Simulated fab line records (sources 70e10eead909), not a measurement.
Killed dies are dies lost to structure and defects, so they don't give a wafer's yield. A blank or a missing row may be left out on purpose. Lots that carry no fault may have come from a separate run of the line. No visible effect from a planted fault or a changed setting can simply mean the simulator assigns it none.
A lot that was struck, set against a sound lot | flow nand-harc | 14 steps out of a route of 1302
Sound: these wafers, L134.3, L134.5, L134.6. Struck: wafers L136.4, L136.5, L136.6. At the end, the cause is stated.
Per side, at each step with rows, come the tool, then ch with its chambers, and then its first start. Under that, the readings that differ: sound wafers | struck wafers | difference of the means | sigmas: that difference in standard deviations of wafers without a fault.
alike: readings whose means differ by less than 2 such deviations, and words and numbers that are the same on both sides. not compared: withheld readings, readings that some wafer has no value for, bounds like >300 that may hide the same value, and numbers for which the record gives no deviation and whose values overlap.
A row with sigmas, a row that says differs or no value, or rows on one side alone: a step with any of these is where the two part. Numbers that have no deviation but don't overlap get no sigmas and don't part them. Lack of a reading on every wafer of one side parts them only where that side has two or more wafers.

first, 4 steps without rows for these wafers: NHARC_P_GATE_EBR_22; NHARC_P_GATE_EXPOSE_23 (exposes mask P GATE, target cd 120 nm); NHARC_P_GATE_PEB_24 (peb time 65 s); NHARC_P_GATE_DEVELOP_25 (develop time 35 s).
NHARC_P_GATE_CD_MEAS_26: target cd 120 nm.
  sound on cd-sem-01 ch 0, day 8 17:23; struck on cd-sem-02 ch 0, day 9 13:19
  alike: cd-nm
NHARC_P_GATE_OVL_MEAS_27:
  sound on overlay-01 at day 8 17:28; struck on overlay-01 at day 9 13:23
  alike: overlay-x-nm, overlay-y-nm
NHARC_P_GATE_INSPECT_28:
  sound on defect-inspect-01 at day 8 17:30; struck on defect-inspect-02 at day 9 13:25
  alike: raw-defect-count
NHARC_P_GATE_DESCUM_31: chemistry O2, time 3 s.
  sound on rie-diel-08 ch 0,1,3, day 8 17:35; struck on rie-diel-11 ch 0,1, day 9 13:29
  alike: drypump-motor-current-A, oes-product-au, rf-vpp-V, showerhead-plenum-p-Torr, throttle-valve-pct
  not compared: rf-hours-counter-h
NHARC_P_GATE_ETCH_104: etches the open film in CF4/CHF3, target depth 60 nm.
  sound on rie-diel-08 ch 0,1,3, day 8 17:40; struck on rie-diel-11 ch 0,1, day 9 13:34
  alike: bias-w, cf4-flow-sccm, drypump-motor-current-A, oes-product-au, rf-vpp-V, showerhead-plenum-p-Torr, throttle-valve-pct
NHARC_P_GATE_HM_OPEN_105: chemistry O2/COS, target depth 360 nm.
  sound: rie-diel-08 ch 0,1; struck: rie-diel-11 ch 2,3
  alike: drypump-motor-current-A, oes-product-au, rf-vpp-V, showerhead-plenum-p-Torr, throttle-valve-pct
  not compared: rf-hours-counter-h
then, 1 step without rows for these wafers: NHARC_P_GATE_STRIP_106 (strips in O2/COS).
NHARC_P_GATE_ETCH_114: etches the open film in CF4/O2, target depth 30 nm, overetch 3 nm, time 16.5 s.
  sound: rie-diel-08 ch 1,2; struck: rie-diel-11 ch 2,3
  alike: bias-w, cf4-flow-sccm, drypump-motor-current-A, oes-product-au, rf-vpp-V, showerhead-plenum-p-Torr, throttle-valve-pct
  not compared: rf-hours-counter-h
NHARC_P_GATE_ETCH_32: etches the open film in HBr/Cl2, target depth 150 nm, time 100.1 s.
  sound on rie-si-01 ch 0,3, day 8 18:01; struck on rie-si-01 ch 0,1, day 9 13:56
  no value came back on the struck wafers for any of 5 readings (bias-w (W), chamber-pressure-mTorr (mTorr) and others); on the sound wafers bias-w (W) reads 100.06 99.60 100.30
  not compared: rf-hours-counter-h
NHARC_P_GATE_STRIP_108: strips in O2.
  sound on rie-diel-11 ch 0,1, day 8 18:12; struck on rie-diel-04 ch 0,3, day 9 14:10
  alike: drypump-motor-current-A, oes-product-au, rf-vpp-V, showerhead-plenum-p-Torr, throttle-valve-pct
  not compared: rf-hours-counter-h

WHERE THEY PART
NHARC_P_GATE_ETCH_32 only, going by this record. Later steps at which nothing parts them and some readings are alike: NHARC_P_GATE_STRIP_108.

WHY: whatever the simulator had introduced
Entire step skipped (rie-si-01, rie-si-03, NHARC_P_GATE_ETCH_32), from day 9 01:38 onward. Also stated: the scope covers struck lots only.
